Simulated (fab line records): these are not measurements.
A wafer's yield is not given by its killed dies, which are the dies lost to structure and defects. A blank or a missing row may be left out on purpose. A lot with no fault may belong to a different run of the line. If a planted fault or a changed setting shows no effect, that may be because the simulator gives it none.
fab line records    flow n5_finfet
[record] lots = 11  wafers = 33  last_day = 21
route steps=1938 shown BEOL_M15@1827 MIM_TOP_LITHO@1848 MIM_TOP_ETCH@1852 MIM_BOT_LITHO@1862
lots untouched by any fault: they come from a run of this same line in which no faults occurred
start_h: the number of hours between the record's first day and the start of the first shown wafer of the lot    wait_h: hours elapsed since this lot's preceding step    " same as the row above    L1.1+2: a row that stands for several wafers    - no value, or no start was given    * or withheld: withheld    < > ~ a bound
route shown NAME@n: NAME is a module with steps in the file, n the number in the route of the first one    usual: mean and standard deviation over wafers with no fault    same: alike in all rows    chamber/n: place in a boat    sites: each site's reading    _std_site: the standard deviation of these    _edge_site: the outer-site mean with the inner-site mean subtracted    radius_mm: how far each site lies from the wafer's centre    mask NAME#n: copy n    behind: the most recent tool/chamber to have shaped the wafer    hold: why the lot was held/for how many hours/how that ended    device: transistor that didn't switch, given as n, p or np    end of line: the tests these same wafers got at the end of their route    step lacking rows: just its recipe    killed: dies lost to structure and defects at the first sort, not the wafer's yield    map: dies across one wafer; x = killed, . = not, _ = none there
set.NAME: the setting as run; set.NAME@STEP: as run at that earlier step    model.NAME: the simulator's own value behind a step, which no gauge read
route steps across a sampled set of lots; one table per step, one row per wafer
services: when a tool's chamber went out of use (start_h, in hours from the record's first day, below 0 if earlier), for how many hours, and the reason
[[steps]]
[step N5_BEOL_M15_DEP_53]
[recipe] material = SiCN  target_thk_a = 500  temp_c = withheld  precursor = 3MS/NH3  pressure_torr = 3  rf_w = 675  time_s = 17.8
[usual] showerhead_plenum_p_Torr = 4.151/0.022  throttle_valve_pct = 18.1/1.1
lot.wafer  tool      chamber  start_h  wait_h  showerhead_plenum_p_Torr  throttle_valve_pct
L166.1     pecvd-03  2        318.84   0.0     4.125                     16.3
L166.3     "         1        "        "       4.164                     19.2
L166.6     "         2        "        "       4.128                     16.2
L170.2     pecvd-03  2        368.03   0.0     4.125                     16.2
L170.3     "         1        "        "       4.164                     19.2
L170.4     "         2        "        "       4.126                     16.5
L174.2     pecvd-04  1        373.76   0.0     4.169                     20.5
L174.3     "         0        "        "       4.163                     17.6
L174.4     "         1        "        "       4.170                     20.6
L176.1     pecvd-03  2        382.74   0.0     4.132                     16.2
L176.2     "         0        "        "       4.169                     18.4
L176.3     "         1        "        "       4.171                     19.3
L180.2     pecvd-01  0        406.81   0.0     4.113                     19.0
L180.4     "         0        "        "       4.113                     18.8
L180.6     "         1        "        "       4.179                     18.5
L182.1     pecvd-03  1        420.95   0.0     4.169                     19.1
L182.2     "         0        "        "       4.163                     18.2
L182.4     "         0        "        "       4.166                     18.2
L181.2     pecvd-03  0        432.95   0.0     4.163                     18.1
L181.4     "         2        "        "       4.137                     16.3
L181.5     "         1        "        "       4.162                     19.0
L184.1     pecvd-03  1        437.43   0.0     4.159                     18.8
L184.5     "         0        "        "       4.155                     18.5
L184.6     "         2        "        "       4.126                     16.4
L183.1     pecvd-01  1        453.05   0.0     4.182                     18.6
L183.4     "         2        "        "       4.116                     17.6
L183.6     "         1        "        "       4.178                     18.7
L187.2     pecvd-03  0        463.31   0.0     4.172                     18.1
L187.3     "         1        "        "       4.181                     19.1
L187.4     "         0        "        "       4.163                     18.1
L186.2     pecvd-04  1        493.43   0.0     4.175                     17.1
L186.3     "         2        "        "       4.158                     17.2
L186.5     "         2        "        "       4.157                     17.2
[step N5_MIM_TOP_LITHO_OVL_MEAS_11]
[recipe] points_per_wafer = 44
[usual] MIM_TOP_OVL = -2/7
lot.wafer  tool        chamber  start_h  wait_h  MIM_TOP_OVL[nm]
L166.1     overlay-01  0        324.38   0.0     4
L166.3     "           0        "        "       -1
L166.6     "           0        "        "       0
L170.2     overlay-01  0        376.02   3.9     1
L170.3     "           0        "        "       1
L170.4     "           0        "        "       -4
L174.2     overlay-01  0        377.05   0.0     5
L174.3     "           0        "        "       -3
L174.4     "           0        "        "       6
L176.1     overlay-01  0        387.82   0.0     -3
L176.2     "           0        "        "       -8
L176.3     "           0        "        "       1
L180.2     overlay-01  0        410.68   0.0     5
L180.4     "           0        "        "       8
L180.6     "           0        "        "       7
L182.1     overlay-01  0        425.49   0.0     -3
L182.2     "           0        "        "       8
L182.4     "           0        "        "       6
L181.2     overlay-02  0        437.71   0.0     -11
L181.4     "           0        "        "       -13
L181.5     "           0        "        "       -14
L184.1     overlay-01  0        440.71   0.0     -1
L184.5     "           0        "        "       3
L184.6     "           0        "        "       -4
L183.1     overlay-01  0        455.54   0.0     -13
L183.4     "           0        "        "       -9
L183.6     "           0        "        "       -9
L187.2     overlay-02  0        467.46   0.0     -6
L187.3     "           0        "        "       -7
L187.4     "           0        "        "       -7
L186.2     overlay-01  0        498.47   0.0     -7
L186.3     "           0        "        "       0
L186.5     "           0        "        "       -6
[step N5_MIM_TOP_ETCH_STRIP_01]
[recipe] chemistry = O2  power_w = 600  temp_c = 60  pressure_mtorr = 30  rf_frequency_hz = 6e+07  bias_power_w = 0  overash_fraction = 0.5  o2_flow_sccm = 225
[usual] chamber_pressure_mTorr = 30.01/0.086  drypump_motor_current_A = 5.7/0.37  oes_product_au = 0.81/0.083  rf_vpp_V = 3.8/1.3  showerhead_plenum_p_Torr = 2.09/0.079  temp_c = 59.99/0.11  throttle_valve_pct = 16.59/0.21
lot.wafer  tool         chamber  start_h  wait_h  chamber_pressure_mTorr  drypump_motor_current_A  oes_product_au  rf_hours_counter_h  rf_vpp_V  showerhead_plenum_p_Torr  temp_c  throttle_valve_pct
L166.1     rie_diel-02  0        324.68   0.1     30.04                   5.8                      0.96            24                  5.9       2.07                      60.10   16.69
L166.3     "            2        "        "       29.81                   5.7                      0.74            182                 1.9       1.92                      60.10   16.78
L166.6     "            2        "        "       30.02                   5.7                      0.73            -                   3.2       1.92                      60.01   16.80
L170.2     rie_diel-06  2        376.44   0.2     29.96                   5.2                      0.81            80                  6.9       2.10                      59.84   16.23
L170.3     "            1        "        "       29.95                   5.5                      0.97            22                  5.0       2.14                      59.90   16.32
L170.4     "            3        "        "       29.90                   5.4                      0.83            86                  5.0       2.00                      59.89   16.48
L174.2     rie_diel-06  1        377.82   0.1     29.88                   5.4                      0.97            22                  4.8       2.14                      59.98   16.26
L174.3     "            3        "        "       30.12                   5.4                      0.87            87                  1.3       2.00                      60.03   16.49
L174.4     "            0        "        "       30.10                   6.2                      0.76            147                 2.3       2.10                      59.97   16.59
L176.1     rie_diel-06  1        388.10   0.1     30.15                   5.5                      0.97            25                  4.8       2.14                      59.97   16.32
L176.2     "            2        "        "       30.04                   5.2                      0.80            84                  2.0       2.10                      59.85   16.27
L176.3     "            3        "        "       29.92                   5.4                      0.83            91                  2.4       2.00                      60.90   16.52
L180.2     rie_diel-06  3        410.96   0.1     30.05                   5.4                      0.81            97                  2.7       2.00                      60.92   16.54
L180.4     "            1        "        "       30.02                   5.5                      0.95            32                  3.8       2.13                      59.91   16.30
L180.6     "            0        "        "       30.06                   6.2                      0.73            -                   5.0       2.09                      59.98   16.61
L182.1     rie_diel-02  2        425.81   0.1     29.94                   5.7                      0.70            212                 1.9       1.91                      60.11   16.83
L182.2     "            3        "        "       30.02                   5.9                      0.70            246                 3.4       2.18                      59.85   16.92
L182.4     "            0        "        "       29.93                   5.8                      0.87            55                  4.6       2.06                      59.99   16.73
L181.2     rie_diel-03  2        438.00   0.1     30.09                   6.2                      0.78            142                 5.1       2.18                      59.93   16.56
L181.4     "            3        "        "       29.99                   5.2                      0.79            113                 3.4       2.17                      60.24   16.49
L181.5     "            3        "        "       30.13                   5.1                      0.79            -                   0.8       2.17                      60.01   16.50
L184.1     rie_diel-02  0        441.00   0.1     30.08                   5.8                      0.86            63                  4.6       2.06                      59.82   16.73
L184.5     "            1        "        "       30.01                   5.4                      0.71            -                   2.8       2.00                      60.00   16.62
L184.6     "            2        "        "       30.07                   5.7                      0.73            -                   2.9       1.91                      59.86   16.83
L183.1     rie_diel-02  0        455.83   0.1     29.95                   5.8                      0.86            68                  2.0       2.06                      59.84   16.75
L183.4     "            3        "        "       29.94                   5.9                      1.03            0                   3.9       2.17                      59.96   16.39
L183.6     "            1        "        "       29.99                   5.4                      0.71            -                   3.8       2.00                      60.05   16.67
L187.2     rie_diel-06  1        467.86   0.2     30.10                   5.5                      0.92            43                  2.4       2.13                      60.24   16.35
L187.3     "            3        "        "       29.99                   5.4                      0.80            109                 4.4       1.99                      59.90   16.54
L187.4     "            2        "        "       29.83                   5.2                      0.77            104                 4.2       2.09                      60.04   16.27
L186.2     rie_diel-03  3        498.78   0.1     29.93                   5.2                      0.77            134                 3.9       2.16                      59.85   16.52
L186.3     "            0        "        "       29.87                   6.2                      0.75            215                 4.2       2.10                      60.02   16.63
L186.5     "            0        "        "       30.03                   6.1                      0.72            -                   5.4       2.10                      60.00   16.65
[step N5_MIM_BOT_LITHO_CD_MEAS_08]
[recipe] target_cd_nm = 3000  landing_energy_ev = 500  detector = se_inlens  polarity = opening
[usual] cd_nm = 2999.3/2.7
lot.wafer  tool       chamber  start_h  wait_h  cd_nm
L166.1     cd_sem-02  0        325.22   -       2998.3
L166.3     "          0        "        "       2999.6
L166.6     "          0        "        "       3000.6
L170.2     cd_sem-01  0        376.89   -       2998.6
L170.3     "          0        "        "       2999.3
L170.4     "          0        "        "       3002.9
L174.2     cd_sem-03  0        378.36   -       3003.8
L174.3     "          0        "        "       3000.0
L174.4     "          0        "        "       2999.8
L176.1     cd_sem-01  0        388.65   -       3000.8
L176.2     "          0        "        "       2995.2
L176.3     "          0        "        "       2996.8
L180.2     cd_sem-03  0        411.38   -       2998.4
L180.4     "          0        "        "       2995.7
L180.6     "          0        "        "       2997.4
L182.1     cd_sem-03  0        426.23   -       2997.1
L182.2     "          0        "        "       3000.6
L182.4     "          0        "        "       3000.1
L181.2     cd_sem-01  0        438.42   -       2999.2
L181.4     "          0        "        "       2997.8
L181.5     "          0        "        "       3001.2
L184.1     cd_sem-03  0        441.54   -       3001.3
L184.5     "          0        "        "       3000.1
L184.6     "          0        "        "       3001.5
L183.1     cd_sem-01  0        456.25   -       3002.0
L183.4     "          0        "        "       3000.0
L183.6     "          0        "        "       2997.5
L187.2     cd_sem-02  0        468.41   -       2997.0
L187.3     "          0        "        "       2998.6
L187.4     "          0        "        "       2998.7
L186.2     cd_sem-03  0        499.20   -       2995.3
L186.3     "          0        "        "       2998.6
L186.5     "          0        "        "       2997.1
[[services]]
tool         chamber  start_h  hours  kind
pecvd-01     1        309.14   5.5    scheduled_down
pecvd-04     0        310.70   5.5    scheduled_down
rie_diel-03  1        329.37   6.6    repair
rie_diel-03  1        340.94   8.2    repair
rie_diel-03  0        353.27   4.3    repair
pecvd-04     0        377.57   5.4    repair
rie_diel-02  0        384.42   8.9    repair
rie_diel-02  1        402.36   6.6    repair
pecvd-04     1        404.41   5.5    scheduled_down
rie_diel-02  2        408.53   8.2    repair
rie_diel-06  -        416.45   15.6   pm
rie_diel-03  1        423.86   10.7   repair
rie_diel-02  3        433.54   -      clean
rie_diel-02  3        433.54   -      consumable_replace:focus_ring
rie_diel-02  3        433.54   21.6   scheduled_down
rie_diel-02  3        433.54   21.6   vent_cycle
rie_diel-03  2        433.58   1.2    repair
pecvd-04     1        465.26   2.1    scheduled_down
pecvd-04     0        487.63   2.1    scheduled_down
pecvd-01     -        496.80   0.6    repair
[[key]]
[first_sign] step = N5_MIM_TOP_ETCH_STRIP_01  reading = temp_c  direction = up  sigmas = 8.4  usual = *  struck = *
effect none on later readings
met_at N5_MIM_TOP_ETCH_STRIP_01
struck_lots L176,L180
struck_wafers L176.3,L180.2
not_acting_at N5_BEOL_M15_DEP_53,N5_MIM_TOP_LITHO_OVL_MEAS_11,N5_MIM_BOT_LITHO_CD_MEAS_08
onset_between 377.82 388.10
[fault] kind = process_parameter_drift  tool = rie_diel-06  chamber = 3  onset_h = 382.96  steps = N5_MIM_TOP_ETCH_STRIP_01  channel = temp_c  offset = *  shape = step  end_h = 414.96  acts_in = *  stated = *
